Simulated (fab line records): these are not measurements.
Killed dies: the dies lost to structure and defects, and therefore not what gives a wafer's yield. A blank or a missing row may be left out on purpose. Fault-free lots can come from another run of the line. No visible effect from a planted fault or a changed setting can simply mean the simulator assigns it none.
A lot that was struck, set against a sound lot / flow nand harc / 42 out of 1159 route steps
Sound: the wafers L216.1, L216.2, L216.5. Struck: wafer L221.4 (L221.1, L221.3, from the same lot, were not struck and are left out); the cause is given at the end.
For every step that has rows: the tool of each side, followed by ch and its chambers, followed by its first start. Under that, the readings that differ: sound wafers / struck wafers / difference of the means / sigmas: that difference in standard deviations of wafers without a fault.
alike: readings whose means differ by less than 2 such deviations, and words and numbers that are the same on both sides. not compared: withheld readings, readings that some wafer has no value for, bounds like >300 that may hide the same value, and numbers for which the record gives no deviation and whose values overlap.
The two part at a step that has a row with sigmas, a row that says differs or no value, or rows on one side only. Numbers that don't overlap but have no deviation are shown without sigmas and don't part them. A reading that every wafer of one side lacks parts them only if that side has two wafers or more.

first, 5 steps without rows for these wafers: NHARC_A_CONTACT_ETCH_51 (etches the open film in O2/COS, target depth 3600 nm, time 936 s); NHARC_A_CONTACT_ETCH_111 (etches the open film in C4F8/O2/Ar, time 140 s, target depth 700 nm); NHARC_A_CONTACT_ETCH_112 (etches the open film in C4F8/O2/Ar, time 94 s, target depth 922 nm); NHARC_A_CONTACT_ETCH_113 (etches the open film in C4F8/O2/Ar, time 94 s, target depth 922 nm); NHARC_A_CONTACT_ETCH_114 (etches the open film in C4F8/O2/Ar, time 94 s, target depth 922 nm).
NHARC_A_CONTACT_ETCH_115: etches the open film in C4F8/O2/Ar, time 94 s, target depth 922 nm.
  sound on har cap etch-01 ch 0,1, day 16 15:24; struck on har cap etch-02 ch 0, day 18 20:23
  not compared: rf hours counter h
then, 2 steps without rows for these wafers: NHARC_A_CONTACT_ETCH_116 (etches the open film in C4F8/O2/Ar, time 94 s, target depth 922 nm); NHARC_A_CONTACT_ETCH_117 (etches the open film in C4F8/O2/Ar, time 94 s, target depth 922 nm).
NHARC_A_CONTACT_ETCH_118: etches the open film in C4F8/O2/Ar, time 94 s, target depth 922 nm.
  sound on har cap etch-01 ch 0,1, day 16 15:40; struck on har cap etch-02 ch 0, day 18 20:40
  not compared: rf hours counter h
NHARC_A_CONTACT_ETCH_119: etches the open film in C4F8/O2/Ar, time 94 s, target depth 922 nm.
  sound on har cap etch-01 ch 0,1, day 16 15:46; struck on har cap etch-02 ch 0, day 18 20:45
  not compared: rf hours counter h
then, 2 steps without rows for these wafers: NHARC_A_CONTACT_ETCH_120 (etches the open film in C4F8/O2/Ar, time 94 s, target depth 922 nm); NHARC_A_CONTACT_ETCH_121 (etches the open film in C4F8/O2/Ar, time 94 s, target depth 922 nm).
NHARC_A_CONTACT_ETCH_122: etches the open film in C4F8/O2/Ar, time 95 s, target depth 930 nm.
  sound on har cap etch-01 ch 0,1, day 16 16:02; struck on har cap etch-02 ch 0, day 18 21:01
  not compared: rf hours counter h
then, 3 steps without rows for these wafers: NHARC_A_CONTACT_ETCH_123 (etches the open film in C4F8/O2/Ar, time 253 s, target depth 1090 nm); NHARC_A_CONTACT_ETCH_90 (etches the open film in CH3F/O2, target depth 40 nm, time 85.7 s); NHARC_A_CONTACT_ETCH_96 (etches the open film in C4F6/O2, target depth 20 nm, time 10 s).
NHARC_A_CONTACT_CD_MEAS_53:
  sound on cd sem-02, day 16 16:57; struck on cd sem-02, day 18 21:55
reading=cd nm (nm); sound=189.2 189.6 189.9; struck=191.8; difference=+2.2; sigmas=+3
then, 4 steps without rows for these wafers: NHARC_A_CONTACT_STRIP_99 (strips in N2/H2); NHARC_A_CONTACT_STRIP_100 (strips in CF4/CHF3); NHARC_A_CONTACT_STRIP_101 (strips in O2/COS); NHARC_A_CONTACT_ETCH_102 (etches the open film in CF4/O2, target depth 70 nm, overetch 7 nm, time 38.5 s).
NHARC_A_CONTACT_STRIP_55: strips in O2.
  sound on rie diel-09 ch 0,1,3; struck on rie diel-10 ch 3
  alike: drypump motor current A, oes product au, rf vpp V, showerhead plenum p Torr, throttle valve pct
  not compared: rf hours counter h
then, 2 steps without rows for these wafers: NHARC_A_CONTACT_STRIP_56 (strips in post etch residue remover, time 600 s); NHARC_A_CONTACT_DEP_57 (deposits aC, target thk 2800 nm).
NHARC_A_CONTACT_DEP_58: deposits SiON, target thk 60 nm.
  sound on pecvd-02 ch 0,1, day 16 19:39; struck on pecvd-02 ch 2, day 19 00:37
reading=heater power w (W); sound=633 726 633; struck=962; difference=+298; sigmas=+3
  alike: chamber pressure Torr
then, 10 steps without rows for these wafers: NHARC_A_CONTACT_DEHYDRATE_59 (time 120 s); NHARC_A_CONTACT_HMDS_60 (time 30 s); NHARC_A_CONTACT_COAT_61 (time 75 s); NHARC_A_CONTACT_COAT_62 (time 65 s); NHARC_A_CONTACT_COAT_63 (resist thk 90 nm); NHARC_A_CONTACT_SOFTBAKE_64 (time 55 s); NHARC_A_CONTACT_EBR_65; NHARC_A_CONTACT_EXPOSE_66 (exposes mask A CC 2); NHARC_A_CONTACT_PEB_67 (peb time 65 s); NHARC_A_CONTACT_DEVELOP_68 (develop time 35 s).
NHARC_A_CONTACT_CD_MEAS_69 targets a cd of 200 nm.
  sound on cd sem-02 ch 0, day 16 20:22; struck on cd sem-01 ch 0, day 19 01:13
reading=cd nm (nm); sound=200.1 200.4 200.1; struck=201.6; difference=+1.4; sigmas=+3
NHARC_A_CONTACT_OVL_MEAS_70:
  sound on overlay-01, day 16 20:27; struck on overlay-01, day 19 01:18
  alike: overlay x nm, overlay y nm
then, 4 steps without rows for these wafers: NHARC_A_CONTACT_DESCUM_74 (chemistry O2, time 3 s); NHARC_A_CONTACT_ETCH_75 (etches the open film in CF4, target depth 39 nm, time 65 s); NHARC_A_CONTACT_ETCH_76 (etches the open film in N2/H2, target depth 260 nm, time 475.3 s); NHARC_A_CONTACT_ETCH_77 (etches the open film in CF4/CHF3, target depth 72.6 nm, time 36.3 s).
-- the record jumps here: 3 days lie between the struck wafers' starts before and after (it left off in module A_CONTACT and takes up again in module END, whose first step shown is number 1159 of the route) --
NHARC_END_SORT_01:
  the record has rows for the struck wafers here (prober-01 ch 0, day 21 16:19) and none for the sound ones

WHERE THEY PART
At NHARC_A_CONTACT_CD_MEAS_53 first; at NHARC_END_SORT_01 last (within this record only).

WHY: the cause the simulator had injected
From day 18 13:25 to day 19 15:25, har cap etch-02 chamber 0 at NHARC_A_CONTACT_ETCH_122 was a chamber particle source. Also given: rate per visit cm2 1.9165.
